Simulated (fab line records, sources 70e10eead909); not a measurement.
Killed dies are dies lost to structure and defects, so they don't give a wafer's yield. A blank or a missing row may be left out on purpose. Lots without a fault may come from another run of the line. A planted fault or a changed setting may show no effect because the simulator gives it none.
Chamber matching | flow nand_harc | NHARC_P_M0_CMP_23 on cmp-03: 4 sister chambers
The step polishes, t overpolish 20 s, target thk 117.53 nm. 4 wafers are shown with their chamber, then 12 later ones without.

WAFERS WITH THEIR CHAMBER
wafer  | chamber | motor_current_A (A)
L078.2 | 1       | 11.4
L085.5 | 3       | 11.3
L089.2 | 0       | 10.7
L089.5 | 2       | 12.6

WAFERS WITHOUT THEIR CHAMBER
wafer  | motor_current_A (A)
L093.1 | 13.1
L093.3 | 12.3
L093.5 | 12.4
L094.3 | 10.4
L094.4 | 12.3
L094.5 | 12.0
L095.1 | 10.1
L095.2 | 12.1
L095.5 | 10.8
L096.1 | 12.6
L096.2 | 11.4
L096.3 | 12.0

WHICH CHAMBER EACH WENT THROUGH
wafer  | from the rows above               | in truth
L093.1 | 2                                 | 2
L093.3 | can't be placed: 2 or 1 or 3      | 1
L093.5 | 2                                 | 2
L094.3 | can't be placed: 0 or 3 or 1      | 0
L094.4 | can't be placed: 2 or 1 or 3      | 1
L094.5 | can't be placed: 1 or 2 or 3 or 0 | 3
L095.1 | can't be placed: 0 or 3 or 1      | 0
L095.2 | can't be placed: 2 or 1 or 3      | 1
L095.5 | can't be placed: 0 or 3 or 1      | 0
L096.1 | 2                                 | 2
L096.2 | can't be placed: 1 or 3 or 0      | 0
L096.3 | can't be placed: 1 or 2 or 3 or 0 | 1
Placed correctly: 3 of 12. Can't be placed from these rows: 9 (the true chamber is among the candidates in 9). Placed wrongly: 0.
How it was worked out, from the rows above alone: a wafer's distance from a chamber is the root of the sum, over the readings, of the square of ((its reading less the chamber's mean) divided by the reading's scatter). The wafer belongs to the nearest chamber; if the next one is less than 2 further off, it can't be placed. A chamber's mean is the mean of its shown wafers. The scatter: with one shown wafer a chamber, the root of the mean of the squares of how far each hidden wafer lies from its nearest shown one.
